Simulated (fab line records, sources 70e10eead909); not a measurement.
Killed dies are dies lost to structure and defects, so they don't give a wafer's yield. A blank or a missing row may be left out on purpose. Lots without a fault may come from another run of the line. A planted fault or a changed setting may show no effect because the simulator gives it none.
Chamber matching | flow nand_harc | NHARC_P_M0_CMP_23 on cmp-01: 4 sister chambers
The step polishes, t overpolish 20 s, target thk 117.54 nm. 14 wafers are shown with their chamber, then 7 later ones without.

WAFERS WITH THEIR CHAMBER
wafer  | chamber | time_to_endpoint_s (s) | motor_current_A (A)
L078.2 | 0       | 31.3                   | 11.8
L078.3 | 2       | 30.8                   | 11.9
L078.6 | 2       | 29.9                   | 12.5
L080.1 | 3       | 32.7                   | 11.5
L080.4 | 0       | 29.1                   | 12.7
L080.5 | 2       | 28.2                   | 12.7
L081.1 | 0       | 29.1                   | 12.2
L081.4 | 1       | 27.6                   | 12.3
L081.6 | 0       | 27.3                   | 12.4
L086.2 | 2       | 26.7                   | 11.8
L086.3 | 1       | 26.7                   | 11.8
L086.4 | 3       | 28.8                   | 12.3
L091.2 | 0       | 28.8                   | 12.4
L091.3 | 3       | 29.5                   | 11.7

SIGNATURES (means of the wafers above)
reading            | chamber 0 | chamber 1 | chamber 2 | chamber 3 | scatter within a chamber
time_to_endpoint_s | 29.120    | 27.150    | 28.900    | 30.333    | 1.65
motor_current_A    | 12.300    | 12.050    | 12.225    | 11.833    | 0.387
Rule: a wafer's distance from a chamber is the root of the sum, over the readings, of the square of ((its reading less the chamber's mean) divided by the reading's scatter). The wafer belongs to the nearest chamber; if the next one is less than 2 further off, it can't be placed. The scatter: the root of (the sum of the squares of (reading less its chamber's mean) over the shown wafers, divided by (wafers less chambers)).

WAFERS WITHOUT THEIR CHAMBER
wafer  | time_to_endpoint_s (s) | motor_current_A (A)
L091.5 | 30.2                   | 11.8
L094.2 | 30.7                   | 11.9
L094.3 | 29.1                   | 13.1
L094.5 | 30.9                   | 11.9
L096.2 | 26.2                   | 12.2
L096.3 | 28.4                   | 12.8
L096.6 | 26.7                   | 12.0

WHICH CHAMBER EACH WENT THROUGH
wafer  | from the rows above               | in truth
L091.5 | can't be placed: 3 or 2 or 0 or 1 | 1
L094.2 | can't be placed: 3 or 2 or 0 or 1 | 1
L094.3 | can't be placed: 0 or 2 or 1 or 3 | 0
L094.5 | can't be placed: 3 or 2 or 0 or 1 | 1
L096.2 | can't be placed: 1 or 2 or 0 or 3 | 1
L096.3 | can't be placed: 0 or 2 or 1 or 3 | 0
L096.6 | can't be placed: 1 or 2 or 0 or 3 | 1
Placed correctly: 0 of 7. Can't be placed from these rows: 7 (the true chamber is among the candidates in 7). Placed wrongly: 0.
